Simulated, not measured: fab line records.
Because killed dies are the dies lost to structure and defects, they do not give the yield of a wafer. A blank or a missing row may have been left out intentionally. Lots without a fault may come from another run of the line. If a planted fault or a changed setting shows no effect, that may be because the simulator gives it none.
Chamber matching | flow nand-harc | 3 sister chambers for NHARC_A_M0_PRE_CLEAN_31 on pecvd-02
The step time 12 s. 16 wafers are shown with their chamber, then 8 later ones without.

== WAFERS, EACH WITH ITS CHAMBER ==
wafer  | chamber | heater-power-w (W)
L080.1 | 2       | 480
L080.2 | 1       | 599
L080.4 | 0       | 668
L080.3 | 0       | 647
L080.5 | 1       | 597
L080.6 | 2       | 479
L084.3 | 2       | 463
L084.5 | 2       | 443
L084.6 | 0       | 682
L090.2 | 1       | 525
L090.3 | 0       | 697
L090.6 | 0       | 686
L091.2 | 2       | 462
L091.3 | 1       | 523
L091.6 | 2       | 476
L093.2 | 1       | 581

SIGNATURES (averages over the wafers above)
reading        | chamber 0 | chamber 1 | chamber 2 | scatter within a chamber
heater-power-w | 676.00    | 565.00    | 467.17    | 25.3
Rule: for each reading, subtract the chamber's mean from the wafer's reading, divide by that reading's scatter and square the result; add these up over the readings and take the root, which gives the wafer's distance from the chamber. The wafer belongs to the nearest chamber; if the next one is less than 2 further off, it can't be placed. The scatter: take each reading less its chamber's mean, square it, sum over the shown wafers, divide by the number of wafers less the number of chambers, and take the root.

== WAFERS MISSING THEIR CHAMBER ==
wafer  | heater-power-w (W)
L093.3 | 452
L093.5 | 439
L092.1 | 456
L092.5 | 622
L092.6 | 717
L097.2 | 401
L097.4 | 583
L097.5 | 567

== EACH ONE'S CHAMBER ==
wafer  | from the rows above     | in truth
L093.3 | 2                       | 2
L093.5 | 2                       | 2
L092.1 | 2                       | 2
L092.5 | can't be placed: 0 or 1 | 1
L092.6 | 0                       | 0
L097.2 | 2                       | 2
L097.4 | 1                       | 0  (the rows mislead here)
L097.5 | 1                       | 1
Placed correctly: 6 of 8. These rows do not allow placing 1 (true chamber among the candidates in 1). Number placed wrongly: 1.
